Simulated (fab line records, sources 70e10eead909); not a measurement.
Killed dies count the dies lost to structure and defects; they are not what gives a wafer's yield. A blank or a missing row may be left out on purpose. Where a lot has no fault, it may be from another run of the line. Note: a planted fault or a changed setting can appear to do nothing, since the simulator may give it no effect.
What tool caused it? / flow nand harc / 24 lots, 72 wafers sampled, at 5 steps of a route of 1302

== WHAT THE GAUGES SHOWED, per wafer ==
NHARC_A_SLIT_CD_MEAS_09: target cd 300 nm. Usual: 300.0 nm for cd nm, sd 0.45.
lot=L074; measured=day 19 15:24; on=cd sem-02; cd nm (nm)=299.8 299.6 300.0; flag=
lot=L075; measured=day 20 15:40; on=cd sem-03; cd nm (nm)=299.6 299.3 299.1; flag=
lot=L078; measured=day 20 17:10; on=cd sem-01; cd nm (nm)=299.3 299.8 299.3; flag=
lot=L077; measured=day 20 19:25; on=cd sem-01; cd nm (nm)=300.6 300.2 300.2; flag=
lot=L079; measured=day 21 11:56; on=cd sem-01; cd nm (nm)=300.5 301.3 300.5; flag=
lot=L076; measured=day 21 13:04; on=cd sem-01; cd nm (nm)=300.5 300.0 300.5; flag=
lot=L080; measured=day 21 20:58; on=cd sem-01; cd nm (nm)=299.4 299.2 299.9; flag=
lot=L082; measured=day 22 21:14; on=cd sem-02; cd nm (nm)=300.0 300.3 300.3; flag=
lot=L081; measured=day 22 22:01; on=cd sem-03; cd nm (nm)=300.4 299.5 300.1; flag=
lot=L083; measured=day 23 14:55; on=cd sem-03; cd nm (nm)=300.0 299.9 300.3; flag=
lot=L084; measured=day 24 05:56; on=cd sem-01; cd nm (nm)=299.6 300.1 299.6; flag=
lot=L085; measured=day 24 06:28; on=cd sem-02; cd nm (nm)=300.8 300.0 299.9; flag=
lot=L086; measured=day 24 19:44; on=cd sem-02; cd nm (nm)=299.5 300.5 300.3; flag=
lot=L087; measured=day 25 04:43; on=cd sem-01; cd nm (nm)=299.2 300.3 299.2; flag=
lot=L089; measured=day 25 20:57; on=cd sem-03; cd nm (nm)=300.2 299.8 300.0; flag=
lot=L088; measured=day 26 02:46; on=cd sem-01; cd nm (nm)=300.1 300.2 299.9; flag=
lot=L090; measured=day 27 02:19; on=cd sem-03; cd nm (nm)=299.9 300.2 300.2; flag=
lot=L091; measured=day 27 02:49; on=cd sem-01; cd nm (nm)=300.6 300.7 300.2; flag=
lot=L092; measured=day 27 12:14; on=cd sem-02; cd nm (nm)=300.3 299.7 299.4; flag=
lot=L094; measured=day 28 00:16; on=cd sem-02; cd nm (nm)=299.5 300.9 300.4; flag=
lot=L095; measured=day 28 00:19; on=cd sem-01; cd nm (nm)=299.3 300.1 299.8; flag=
lot=L093; measured=day 28 15:17; on=cd sem-01; cd nm (nm)=299.1 299.8 299.8; flag=
lot=L096; measured=day 28 15:29; on=cd sem-02; cd nm (nm)=299.6 299.1 299.2; flag=
lot=L097; measured=day 29 06:24; on=cd sem-03; cd nm (nm)=300.0 300.3 300.4; flag=

NHARC_A_CONTACT_OVL_MEAS_43. Usual: overlay x nm 0.1 nm, standard deviation 0.72; overlay y nm 0.3 nm, standard deviation 0.89.
lot=L074; measured=day 21 05:48; on=overlay-02; overlay x nm (nm)=-0.2 -0.2 -0.4; overlay y nm (nm)=0.4 -0.3 -0.1; flag=
lot=L075; measured=day 22 04:07; on=overlay-02; overlay x nm (nm)=0.2 0.9 1.1; overlay y nm (nm)=0.8 0.8 0.8; flag=
lot=L078; measured=day 22 04:50; on=overlay-01; overlay x nm (nm)=0.1 0.9 0.4; overlay y nm (nm)=-1.5 -0.9 -1.3; flag=
lot=L077; measured=day 22 08:54; on=overlay-02; overlay x nm (nm)=-0.6 -0.8 -1.0; overlay y nm (nm)=0.4 0.8 0.4; flag=
lot=L079; measured=day 23 01:35; on=overlay-01; overlay x nm (nm)=-0.1 0.1 -0.2; overlay y nm (nm)=-0.7 -0.3 -0.6; flag=
lot=L076; measured=day 23 05:53; on=overlay-01; overlay x nm (nm)=-0.3 -0.6 -0.6; overlay y nm (nm)=-0.5 0.0 0.0; flag=
lot=L080; measured=day 23 11:41; on=overlay-01; overlay x nm (nm)=0.3 0.5 0.8; overlay y nm (nm)=0.8 1.1 1.0; flag=
lot=L082; measured=day 24 13:59; on=overlay-02; overlay x nm (nm)=0.0 -0.3 0.1; overlay y nm (nm)=0.5 -0.2 -0.2; flag=
lot=L081; measured=day 24 14:26; on=overlay-02; overlay x nm (nm)=-1.0 -0.5 -0.7; overlay y nm (nm)=-0.8 -0.8 -0.7; flag=
lot=L083; measured=day 25 11:10; on=overlay-02; overlay x nm (nm)=-1.1 -1.1 -0.8; overlay y nm (nm)=0.2 -0.5 -0.5; flag=
lot=L084; measured=day 25 19:26; on=overlay-02; overlay x nm (nm)=1.1 1.5 1.1; overlay y nm (nm)=-0.2 0.2 -0.3; flag=
lot=L085; measured=day 25 19:37; on=overlay-01; overlay x nm (nm)=-0.4 -0.5 -0.5; overlay y nm (nm)=-1.1 -1.0 -1.1; flag=
lot=L086; measured=day 26 17:14; on=overlay-02; overlay x nm (nm)=0.3 0.2 0.5; overlay y nm (nm)=0.1 -0.4 0.2; flag=
lot=L087; measured=day 26 19:07; on=overlay-01; overlay x nm (nm)=-1.2 -1.3 -1.0; overlay y nm (nm)=0.5 0.4 0.2; flag=
lot=L089; measured=day 27 14:07; on=overlay-01; overlay x nm (nm)=-0.6 -0.6 -0.4; overlay y nm (nm)=-0.6 -0.4 -0.3; flag=
lot=L088; measured=day 27 16:50; on=overlay-02; overlay x nm (nm)=0.9 0.8 1.1; overlay y nm (nm)=1.2 1.6 2.1; flag=
lot=L090; measured=day 28 19:38; on=overlay-02; overlay x nm (nm)=0.4 -0.3 0.4; overlay y nm (nm)=1.0 0.7 1.1; flag=
lot=L091; measured=day 28 17:25; on=overlay-01; overlay x nm (nm)=-0.1 0.5 0.5; overlay y nm (nm)=0.9 0.9 1.3; flag=
lot=L092; measured=day 29 07:59; on=overlay-02; overlay x nm (nm)=0.2 -0.3 -0.2; overlay y nm (nm)=2.3 1.9 2.0; flag=
lot=L094; measured=day 29 14:37; on=overlay-02; overlay x nm (nm)=0.2 0.5 0.2; overlay y nm (nm)=1.0 0.4 0.4; flag=
lot=L095; measured=day 29 14:08; on=overlay-01; overlay x nm (nm)=0.7 1.6 0.8; overlay y nm (nm)=-0.5 -0.2 -0.3; flag=
lot=L093; measured=day 30 06:07; on=overlay-02; overlay x nm (nm)=0.6 0.4 1.1; overlay y nm (nm)=0.9 0.6 1.0; flag=
lot=L096; measured=day 30 05:51; on=overlay-01; overlay x nm (nm)=-0.2 0.0 -0.2; overlay y nm (nm)=2.0 1.4 2.0; flag=
lot=L097; measured=day 30 23:42; on=overlay-02; overlay x nm (nm)=1.5 1.6 1.2; overlay y nm (nm)=0.1 0.0 0.2; flag=

== TOOL THAT RAN EACH LOT (tool first, then ch and the chambers of the sampled wafers, then the start) ==
lot=L074; NHARC_A_SLIT_ETCH_17=har etch-01 ch 0,1, day 19 18:02; NHARC_A_WL_FILL_ALD_10=ald hk-01 ch 1,2,3, day 20 12:44; NHARC_A_WL_FILL_ETCHBACK_26=rie si-03 ch 0,3, day 20 21:40
lot=L075; NHARC_A_SLIT_ETCH_17=har etch-02 ch 0,1, day 20 17:43; NHARC_A_WL_FILL_ALD_10=ald hk-03 ch 0,2,3, day 21 11:23; NHARC_A_WL_FILL_ETCHBACK_26=rie si-05 ch 1,2,3, day 21 21:25
lot=L078; NHARC_A_SLIT_ETCH_17=har etch-01 ch 0,1, day 20 19:13; NHARC_A_WL_FILL_ALD_10=ald hk-01 ch 1,3, day 21 11:43; NHARC_A_WL_FILL_ETCHBACK_26=rie si-03 ch 2,3, day 21 21:26
lot=L077; NHARC_A_SLIT_ETCH_17=har etch-02 ch 1, day 20 20:56; NHARC_A_WL_FILL_ALD_10=ald hk-04 ch 1,2,3, day 21 16:06; NHARC_A_WL_FILL_ETCHBACK_26=rie si-03 ch 0,1,3, day 22 02:07
lot=L079; NHARC_A_SLIT_ETCH_17=har etch-01 ch 0,1, day 21 13:58; NHARC_A_WL_FILL_ALD_10=ald hk-04 ch 1,2,3, day 22 08:53; NHARC_A_WL_FILL_ETCHBACK_26=rie si-05 ch 1,2,3, day 22 17:56
lot=L076; NHARC_A_SLIT_ETCH_17=har etch-02 ch 0,1, day 21 14:29; NHARC_A_WL_FILL_ALD_10=ald hk-03 ch 1,2,3, day 22 07:51; NHARC_A_WL_FILL_ETCHBACK_26=rie si-03 ch 0,1,3, day 22 21:05
lot=L080; NHARC_A_SLIT_ETCH_17=har etch-02 ch 0,1, day 22 00:07; NHARC_A_WL_FILL_ALD_10=ald hk-01 ch 0,2, day 22 19:26; NHARC_A_WL_FILL_ETCHBACK_26=rie si-02 ch 0,1,3, day 23 04:50
lot=L082; NHARC_A_SLIT_ETCH_17=har etch-02 ch 0,1, day 22 22:55; NHARC_A_WL_FILL_ALD_10=ald hk-04 ch 0,3, day 23 17:35; NHARC_A_WL_FILL_ETCHBACK_26=rie si-05 ch 0,1,2, day 24 03:37
lot=L081; NHARC_A_SLIT_ETCH_17=har etch-01 ch 0,1, day 22 23:28; NHARC_A_WL_FILL_ALD_10=ald hk-03 ch 0,3, day 23 17:35; NHARC_A_WL_FILL_ETCHBACK_26=rie si-02 ch 1,2, day 24 03:38
lot=L083; NHARC_A_SLIT_ETCH_17=har etch-02 ch 0,1, day 23 19:46; NHARC_A_WL_FILL_ALD_10=ald hk-01 ch 1,2,3, day 24 17:46; NHARC_A_WL_FILL_ETCHBACK_26=rie si-05 ch 0,3, day 25 03:49
lot=L084; NHARC_A_SLIT_ETCH_17=har etch-02 ch 0,1, day 24 07:38; NHARC_A_WL_FILL_ALD_10=ald hk-04 ch 0,2, day 25 02:30; NHARC_A_WL_FILL_ETCHBACK_26=rie si-05 ch 0,2,3, day 25 12:37
lot=L085; NHARC_A_SLIT_ETCH_17=har etch-01 ch 0,1, day 24 09:23; NHARC_A_WL_FILL_ALD_10=ald hk-01 ch 1,2, day 25 03:08; NHARC_A_WL_FILL_ETCHBACK_26=rie si-03 ch 0,1, day 25 12:36
lot=L086; NHARC_A_SLIT_ETCH_17=har etch-01 ch 0, day 25 01:32; NHARC_A_WL_FILL_ALD_10=ald hk-04 ch 0,2,3, day 25 23:31; NHARC_A_WL_FILL_ETCHBACK_26=rie si-02 ch 0,2, day 26 09:04
lot=L087; NHARC_A_SLIT_ETCH_17=har etch-02 ch 0,1, day 25 06:46; NHARC_A_WL_FILL_ALD_10=ald hk-03 ch 0,2,3, day 25 23:30; NHARC_A_WL_FILL_ETCHBACK_26=rie si-05 ch 1,2,3, day 26 09:03
lot=L089; NHARC_A_SLIT_ETCH_17=har etch-01 ch 0,1, day 25 23:00; NHARC_A_WL_FILL_ALD_10=ald hk-01 ch 0,1,2, day 26 17:56; NHARC_A_WL_FILL_ETCHBACK_26=rie si-05 ch 1,2, day 27 07:10
lot=L088; NHARC_A_SLIT_ETCH_17=har etch-02 ch 0,1, day 26 05:24; NHARC_A_WL_FILL_ALD_10=ald hk-04 ch 0,1, day 26 23:30; NHARC_A_WL_FILL_ETCHBACK_26=rie si-03 ch 0,1,3, day 27 09:30
lot=L090; NHARC_A_SLIT_ETCH_17=har etch-02 ch 0,1, day 27 04:56; NHARC_A_WL_FILL_ALD_10=ald hk-03 ch 1,2, day 27 23:58; NHARC_A_WL_FILL_ETCHBACK_26=rie si-05 ch 1,2,3, day 28 09:34
lot=L091; NHARC_A_SLIT_ETCH_17=har etch-02 ch 0,1, day 27 07:31; NHARC_A_WL_FILL_ALD_10=ald hk-04 ch 0,2,3, day 27 23:28; NHARC_A_WL_FILL_ETCHBACK_26=rie si-03 ch 0,1,2, day 28 09:31
lot=L092; NHARC_A_SLIT_ETCH_17=har etch-02 ch 0,1, day 27 14:17; NHARC_A_WL_FILL_ALD_10=ald hk-03 ch 1,3, day 28 08:59; NHARC_A_WL_FILL_ETCHBACK_26=rie si-03 ch 2,3, day 28 18:32
lot=L094; NHARC_A_SLIT_ETCH_17=har etch-01 ch 0,1, day 28 01:42; NHARC_A_WL_FILL_ALD_10=ald hk-03 ch 0,2,3, day 28 22:01; NHARC_A_WL_FILL_ETCHBACK_26=rie si-02 ch 0,1, day 29 06:25
lot=L095; NHARC_A_SLIT_ETCH_17=har etch-02 ch 0,1, day 28 02:22; NHARC_A_WL_FILL_ALD_10=ald hk-04 ch 1,2, day 28 20:27; NHARC_A_WL_FILL_ETCHBACK_26=rie si-05 ch 0,1,3, day 29 06:27
lot=L093; NHARC_A_SLIT_ETCH_17=har etch-02 ch 0,1, day 28 17:19; NHARC_A_WL_FILL_ALD_10=ald hk-04 ch 1,2, day 29 11:26; NHARC_A_WL_FILL_ETCHBACK_26=rie si-03 ch 0,2,3, day 29 21:34
lot=L096; NHARC_A_SLIT_ETCH_17=har etch-01 ch 0,1, day 28 16:56; NHARC_A_WL_FILL_ALD_10=ald hk-01 ch 2,3, day 29 11:57; NHARC_A_WL_FILL_ETCHBACK_26=rie si-02 ch 0,1,3, day 29 21:34
lot=L097; NHARC_A_SLIT_ETCH_17=har etch-02 ch 0,1, day 29 09:46; NHARC_A_WL_FILL_ALD_10=ald hk-03 ch 0,2,3, day 30 06:49; NHARC_A_WL_FILL_ETCHBACK_26=rie si-03 ch 0,1,2, day 30 16:47
- NHARC_A_SLIT_ETCH_17: etches the open film in C4F8/O2/Ar, time 4254.5 s, target depth 20300 nm.
- NHARC_A_WL_FILL_ALD_10: deposits SiO2, target thk 50 nm, pulse time 10 s, ald cycles 500.
- NHARC_A_WL_FILL_ETCHBACK_26: etches the open film in HBr, target depth 52 nm, time 13.3 s.

== AS READ BY THE TOOLS THEMSELVES (means over the sampled wafers that have a number; for cases with no such wafer, the mark the record gives instead) ==
NHARC_A_SLIT_ETCH_17. Usual: chamber pressure mTorr 19.998 mTorr, standard deviation 0.02; drypump motor current A 6.2 A, standard deviation 0.44; showerhead plenum p Torr 3.76 Torr, standard deviation 0.17; throttle valve pct 32.046 %, standard deviation 0.009.
lot=L074; tool=har etch-01; chamber pressure mTorr (mTorr)=19.991; drypump motor current A (A)=5.8; showerhead plenum p Torr (Torr)=3.61; throttle valve pct (%)=32.056; flag=
lot=L075; tool=har etch-02; chamber pressure mTorr (mTorr)=19.989; drypump motor current A (A)=6.4; showerhead plenum p Torr (Torr)=3.91; throttle valve pct (%)=32.053; flag=
lot=L078; tool=har etch-01; chamber pressure mTorr (mTorr)=19.991; drypump motor current A (A)=5.7; showerhead plenum p Torr (Torr)=3.55; throttle valve pct (%)=32.050; flag=
lot=L077; tool=har etch-02; chamber pressure mTorr (mTorr)=20.022; drypump motor current A (A)=6.3; showerhead plenum p Torr (Torr)=3.91; throttle valve pct (%)=32.047; flag=
lot=L079; tool=har etch-01; chamber pressure mTorr (mTorr)=20.001; drypump motor current A (A)=5.7; showerhead plenum p Torr (Torr)=3.54; throttle valve pct (%)=32.047; flag=
lot=L076; tool=har etch-02; chamber pressure mTorr (mTorr)=19.988; drypump motor current A (A)=6.6; showerhead plenum p Torr (Torr)=3.91; throttle valve pct (%)=32.039; flag=
lot=L080; tool=har etch-02; chamber pressure mTorr (mTorr)=19.996; drypump motor current A (A)=6.6; showerhead plenum p Torr (Torr)=3.90; throttle valve pct (%)=32.044; flag=
lot=L082; tool=har etch-02; chamber pressure mTorr (mTorr)=19.995; drypump motor current A (A)=6.7; showerhead plenum p Torr (Torr)=3.90; throttle valve pct (%)=32.044; flag=
lot=L081; tool=har etch-01; chamber pressure mTorr (mTorr)=19.989; drypump motor current A (A)=5.8; showerhead plenum p Torr (Torr)=3.59; throttle valve pct (%)=32.042; flag=
lot=L083; tool=har etch-02; chamber pressure mTorr (mTorr)=19.981; drypump motor current A (A)=6.6; showerhead plenum p Torr (Torr)=3.89; throttle valve pct (%)=32.046; flag=
lot=L084; tool=har etch-02; chamber pressure mTorr (mTorr)=20.013; drypump motor current A (A)=6.6; showerhead plenum p Torr (Torr)=3.89; throttle valve pct (%)=32.040; flag=
lot=L085; tool=har etch-01; chamber pressure mTorr (mTorr)=20.014; drypump motor current A (A)=5.8; showerhead plenum p Torr (Torr)=3.58; throttle valve pct (%)=32.042; flag=
lot=L086; tool=har etch-01; chamber pressure mTorr (mTorr)=20.027; drypump motor current A (A)=6.0; showerhead plenum p Torr (Torr)=3.62; throttle valve pct (%)=32.055; flag=
lot=L087; tool=har etch-02; chamber pressure mTorr (mTorr)=20.010; drypump motor current A (A)=6.5; showerhead plenum p Torr (Torr)=3.88; throttle valve pct (%)=32.049; flag=
lot=L089; tool=har etch-01; chamber pressure mTorr (mTorr)=20.003; drypump motor current A (A)=5.7; showerhead plenum p Torr (Torr)=3.51; throttle valve pct (%)=32.042; flag=
lot=L088; tool=har etch-02; chamber pressure mTorr (mTorr)=20.001; drypump motor current A (A)=6.4; showerhead plenum p Torr (Torr)=3.87; throttle valve pct (%)=32.043; flag=
lot=L090; tool=har etch-02; chamber pressure mTorr (mTorr)=19.988; drypump motor current A (A)=6.6; showerhead plenum p Torr (Torr)=3.86; throttle valve pct (%)=32.046; flag=
lot=L091; tool=har etch-02; chamber pressure mTorr (mTorr)=19.984; drypump motor current A (A)=6.5; showerhead plenum p Torr (Torr)=3.86; throttle valve pct (%)=32.056; flag=
lot=L092; tool=har etch-02; chamber pressure mTorr (mTorr)=19.986; drypump motor current A (A)=6.4; showerhead plenum p Torr (Torr)=3.86; throttle valve pct (%)=32.045; flag=
lot=L094; tool=har etch-01; chamber pressure mTorr (mTorr)=19.992; drypump motor current A (A)=5.7; showerhead plenum p Torr (Torr)=3.50; throttle valve pct (%)=32.042; flag=
lot=L095; tool=har etch-02; chamber pressure mTorr (mTorr)=20.021; drypump motor current A (A)=6.5; showerhead plenum p Torr (Torr)=3.86; throttle valve pct (%)=32.047; flag=
lot=L093; tool=har etch-02; chamber pressure mTorr (mTorr)=20.004; drypump motor current A (A)=6.5; showerhead plenum p Torr (Torr)=3.85; throttle valve pct (%)=32.049; flag=
lot=L096; tool=har etch-01; chamber pressure mTorr (mTorr)=19.987; drypump motor current A (A)=5.8; showerhead plenum p Torr (Torr)=3.55; throttle valve pct (%)=32.036; flag=
lot=L097; tool=har etch-02; chamber pressure mTorr (mTorr)=19.996; drypump motor current A (A)=6.6; showerhead plenum p Torr (Torr)=3.84; throttle valve pct (%)=32.040; flag=

NHARC_A_WL_FILL_ALD_10. Usual: heater power w 469 W, standard deviation 49; precursor pulse height rel 1.002, standard deviation 0.019.
lot=L074; tool=ald hk-01; heater power w (W)=484; precursor pulse height rel=0.977; flag=
lot=L075; tool=ald hk-03; heater power w (W)=463; precursor pulse height rel=0.997; flag=
lot=L078; tool=ald hk-01; heater power w (W)=474; precursor pulse height rel=1.000; flag=
lot=L077; tool=ald hk-04; heater power w (W)=495; precursor pulse height rel=1.001; flag=
lot=L079; tool=ald hk-04; heater power w (W)=486; precursor pulse height rel=1.016; flag=
lot=L076; tool=ald hk-03; heater power w (W)=466; precursor pulse height rel=0.995; flag=
lot=L080; tool=ald hk-01; heater power w (W)=454; precursor pulse height rel=1.013; flag=
lot=L082; tool=ald hk-04; heater power w (W)=411; precursor pulse height rel=0.985; flag=
lot=L081; tool=ald hk-03; heater power w (W)=469; precursor pulse height rel=0.995; flag=
lot=L083; tool=ald hk-01; heater power w (W)=485; precursor pulse height rel=0.992; flag=
lot=L084; tool=ald hk-04; heater power w (W)=441; precursor pulse height rel=1.013; flag=
lot=L085; tool=ald hk-01; heater power w (W)=483; precursor pulse height rel=1.012; flag=
lot=L086; tool=ald hk-04; heater power w (W)=436; precursor pulse height rel=1.016; flag=
lot=L087; tool=ald hk-03; heater power w (W)=478; precursor pulse height rel=1.001; flag=
lot=L089; tool=ald hk-01; heater power w (W)=468; precursor pulse height rel=1.015; flag=
lot=L088; tool=ald hk-04; heater power w (W)=506; precursor pulse height rel=1.020; flag=
lot=L090; tool=ald hk-03; heater power w (W)=433; precursor pulse height rel=0.993; flag=
lot=L091; tool=ald hk-04; heater power w (W)=451; precursor pulse height rel=1.008; flag=
lot=L092; tool=ald hk-03; heater power w (W)=499; precursor pulse height rel=1.021; flag=
lot=L094; tool=ald hk-03; heater power w (W)=486; precursor pulse height rel=0.978; flag=
lot=L095; tool=ald hk-04; heater power w (W)=498; precursor pulse height rel=0.991; flag=
lot=L093; tool=ald hk-04; heater power w (W)=521; precursor pulse height rel=1.010; flag=
lot=L096; tool=ald hk-01; heater power w (W)=481; precursor pulse height rel=0.999; flag=
lot=L097; tool=ald hk-03; heater power w (W)=483; precursor pulse height rel=1.013; flag=

NHARC_A_WL_FILL_ETCHBACK_26. Usual: chamber pressure mTorr 15.002 mTorr, standard deviation 0.014; drypump motor current A 5.7 A, standard deviation 0.43; oes product au 1.000 a.u., standard deviation 0.0073; throttle valve pct 23.265 %, standard deviation 0.0083.
lot=L074; tool=rie si-03; chamber pressure mTorr (mTorr)=15.006; drypump motor current A (A)=5.7; oes product au (a.u.)=0.996; throttle valve pct (%)=23.270; flag=
lot=L075; tool=rie si-05; chamber pressure mTorr (mTorr)=14.988; drypump motor current A (A)=5.3; oes product au (a.u.)=1.001; throttle valve pct (%)=23.270; flag=
lot=L078; tool=rie si-03; chamber pressure mTorr (mTorr)=15.009; drypump motor current A (A)=5.6; oes product au (a.u.)=0.998; throttle valve pct (%)=23.266; flag=
lot=L077; tool=rie si-03; chamber pressure mTorr (mTorr)=15.001; drypump motor current A (A)=6.0; oes product au (a.u.)=0.999; throttle valve pct (%)=23.270; flag=
lot=L079; tool=rie si-05; chamber pressure mTorr (mTorr)=15.004; drypump motor current A (A)=5.3; oes product au (a.u.)=1.008; throttle valve pct (%)=23.273; flag=
lot=L076; tool=rie si-03; chamber pressure mTorr (mTorr)=14.995; drypump motor current A (A)=6.0; oes product au (a.u.)=1.001; throttle valve pct (%)=23.269; flag=
lot=L080; tool=rie si-02; chamber pressure mTorr (mTorr)=14.998; drypump motor current A (A)=5.6; oes product au (a.u.)=0.998; throttle valve pct (%)=23.262; flag=
lot=L082; tool=rie si-05; chamber pressure mTorr (mTorr)=14.992; drypump motor current A (A)=5.4; oes product au (a.u.)=0.999; throttle valve pct (%)=23.269; flag=
lot=L081; tool=rie si-02; chamber pressure mTorr (mTorr)=14.995; drypump motor current A (A)=5.7; oes product au (a.u.)=0.996; throttle valve pct (%)=23.262; flag=
lot=L083; tool=rie si-05; chamber pressure mTorr (mTorr)=15.005; drypump motor current A (A)=5.6; oes product au (a.u.)=0.995; throttle valve pct (%)=23.263; flag=
lot=L084; tool=rie si-05; chamber pressure mTorr (mTorr)=14.997; drypump motor current A (A)=5.5; oes product au (a.u.)=1.003; throttle valve pct (%)=23.263; flag=
lot=L085; tool=rie si-03; chamber pressure mTorr (mTorr)=15.000; drypump motor current A (A)=6.5; oes product au (a.u.)=1.004; throttle valve pct (%)=23.267; flag=
lot=L086; tool=rie si-02; chamber pressure mTorr (mTorr)=14.990; drypump motor current A (A)=5.4; oes product au (a.u.)=0.999; throttle valve pct (%)=23.262; flag=
lot=L087; tool=rie si-05; chamber pressure mTorr (mTorr)=14.997; drypump motor current A (A)=5.3; oes product au (a.u.)=1.006; throttle valve pct (%)=23.267; flag=
lot=L089; tool=rie si-05; chamber pressure mTorr (mTorr)=14.994; drypump motor current A (A)=5.2; oes product au (a.u.)=1.006; throttle valve pct (%)=23.268; flag=
lot=L088; tool=rie si-03; chamber pressure mTorr (mTorr)=15.012; drypump motor current A (A)=6.0; oes product au (a.u.)=0.990; throttle valve pct (%)=23.264; flag=
lot=L090; tool=rie si-05; chamber pressure mTorr (mTorr)=15.007; drypump motor current A (A)=5.3; oes product au (a.u.)=1.001; throttle valve pct (%)=23.260; flag=
lot=L091; tool=rie si-03; chamber pressure mTorr (mTorr)=14.998; drypump motor current A (A)=6.2; oes product au (a.u.)=1.002; throttle valve pct (%)=23.270; flag=
lot=L092; tool=rie si-03; chamber pressure mTorr (mTorr)=15.000; drypump motor current A (A)=5.4; oes product au (a.u.)=1.000; throttle valve pct (%)=23.266; flag=
lot=L094; tool=rie si-02; chamber pressure mTorr (mTorr)=15.012; drypump motor current A (A)=5.6; oes product au (a.u.)=0.996; throttle valve pct (%)=23.269; flag=
lot=L095; tool=rie si-05; chamber pressure mTorr (mTorr)=15.011; drypump motor current A (A)=5.4; oes product au (a.u.)=0.993; throttle valve pct (%)=23.260; flag=
lot=L093; tool=rie si-03; chamber pressure mTorr (mTorr)=15.000; drypump motor current A (A)=5.9; oes product au (a.u.)=0.995; throttle valve pct (%)=23.261; flag=
lot=L096; tool=rie si-02; chamber pressure mTorr (mTorr)=15.001; drypump motor current A (A)=5.5; oes product au (a.u.)=0.997; throttle valve pct (%)=23.263; flag=
lot=L097; tool=rie si-03; chamber pressure mTorr (mTorr)=14.999; drypump motor current A (A)=6.2; oes product au (a.u.)=0.993; throttle valve pct (%)=23.266; flag=

== THE ANSWER, worked out from the rows above alone ==
Rule: a lot is off if the mean of its wafers that have a number lies more than 3 standard deviations from the usual mean. A lot without any number at a reading at which 4 lots or more have one is off too. Any other lot the step has rows for is counted as sound. First the gauges in route order, then the tools' own readings, where a lot's mean is used as printed above. The first step at which some lot is off is used, and at that step the reading that is off furthest; a lot without a number counts as furthest.
Nothing can be told from this: no lot is off at any reading shown.

== WHAT THE SIMULATOR PUT IN ==
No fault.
